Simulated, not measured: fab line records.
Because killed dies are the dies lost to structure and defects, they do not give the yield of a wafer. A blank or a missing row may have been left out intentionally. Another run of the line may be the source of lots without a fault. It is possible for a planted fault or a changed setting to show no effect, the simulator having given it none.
One fault through the eyes of 3 desks | flow n5 finfet | only its own numbers are on each desk; what lay behind them is given at the end

## THE DEFECT DESK
For each lot, the counts of the inspections along the route, averaged over the sampled wafers that have a number. Marked OUT: a lot whose mean sits more than 4 standard deviations from the usual mean, which makes it out of limits; the brackets give that distance.
Columns: A = raw defect count at N5_BEOL_M15_INSPECT_30, usual 2.0
lot  | first seen here | A
L527 | day 11 14:50    | 2.3
L529 | day 12 06:54    | 2.0
L531 | day 12 09:04    | 1.0
L544 | day 18 06:28    | 0.0
L545 | day 18 16:19    | 3.0
L534 | day 18 16:38    | 2.3
This desk found nothing out of limits on any of the 6 lots.

## TOOL OWNER'S DESK, rie diel-01
The tool's own readings at N5_BEOL_M15_ETCH_61 (etches BARC in N2/H2, target depth 89 nm, overetch 26.7 nm, time 67.9 s): means of the sampled wafers that have a number, for each lot that ran on this tool. Marked OUT: a lot whose mean sits more than 4 standard deviations from the usual mean, which makes it out of limits; the brackets give that distance.
Columns: A = drypump motor current A at N5_BEOL_M15_ETCH_61, usual 5.6 A; B = oes product au at N5_BEOL_M15_ETCH_61, usual 0.66 a.u.; C = rf fwd power W at N5_BEOL_M15_ETCH_61, usual 833 W; D = rf vpp V at N5_BEOL_M15_ETCH_61, usual 524.2 V; E = run length s at N5_BEOL_M15_ETCH_61, usual 91.1 s; F = showerhead plenum p Torr at N5_BEOL_M15_ETCH_61, usual 2.55 Torr; G = throttle valve pct at N5_BEOL_M15_ETCH_61, usual 17.96 %
lot  | first seen here | A   | B    | C   | D     | E               | F    | G
L527 | day 11 15:01    | 5.1 | 0.62 | 834 | 524.5 | 90.9            | 2.55 | 18.15
L544 | day 18 06:38    | 5.3 | 0.61 | 834 | 523.3 | 104.3 (+40) OUT | 2.54 | 17.82
L534 | day 18 16:42    | 5.4 | 0.57 | 832 | 523.9 | 100.3 (+28) OUT | 2.53 | 18.14
This desk's finding: out of limits on L534, L544; first on L544, day 18 06:38 (run length s at N5_BEOL_M15_ETCH_61). Within limits: L527.

## AT THE METROLOGY DESK
Lot by lot, what the gauges showed, no matter which tool ran the lot: averages of those sampled wafers that carry a number. Marked OUT: a lot whose mean sits more than 4 standard deviations from the usual mean, which makes it out of limits; the brackets give that distance.
Columns: A = cd nm at N5_BEOL_M15_CD_MEAS_28, usual 407.3 nm; B = M15_OVL at N5_BEOL_M15_OVL_MEAS_29, usual 1 nm
lot  | first seen here | A     | B
L527 | day 11 14:47    | 406.0 | 11
L529 | day 12 06:51    | 407.8 | 4
L531 | day 12 09:01    | 405.7 | 1
L544 | day 18 06:25    | 407.2 | 2
L545 | day 18 16:16    | 408.5 | 3
L534 | day 18 16:34    | 406.4 | 1
This desk found nothing out of limits on any of the 6 lots.

## ALL TOGETHER
At day 18 06:38, on L534, L544, the tool owner's desk was in a position to raise an alarm.
No out-of-limits result turned up at the defect desk.
At the metrology desk, nothing out of limits was observed.
The defect desk has L534, L544 on record, within its limits.
The metrology desk holds a record of L534, L544, inside its limits.
N5_BEOL_M15_ETCH_61 was run on rie diel-01 by each of the lots named.

## WHAT WAS PUT IN BY THE SIMULATOR
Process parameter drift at N5_BEOL_M15_ETCH_61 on rie diel-01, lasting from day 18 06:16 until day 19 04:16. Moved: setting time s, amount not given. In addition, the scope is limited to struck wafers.
Lots struck among those shown: L534, L544.
Hours from the fault's start to each desk's first reading out of limits: the tool owner's desk, 0.
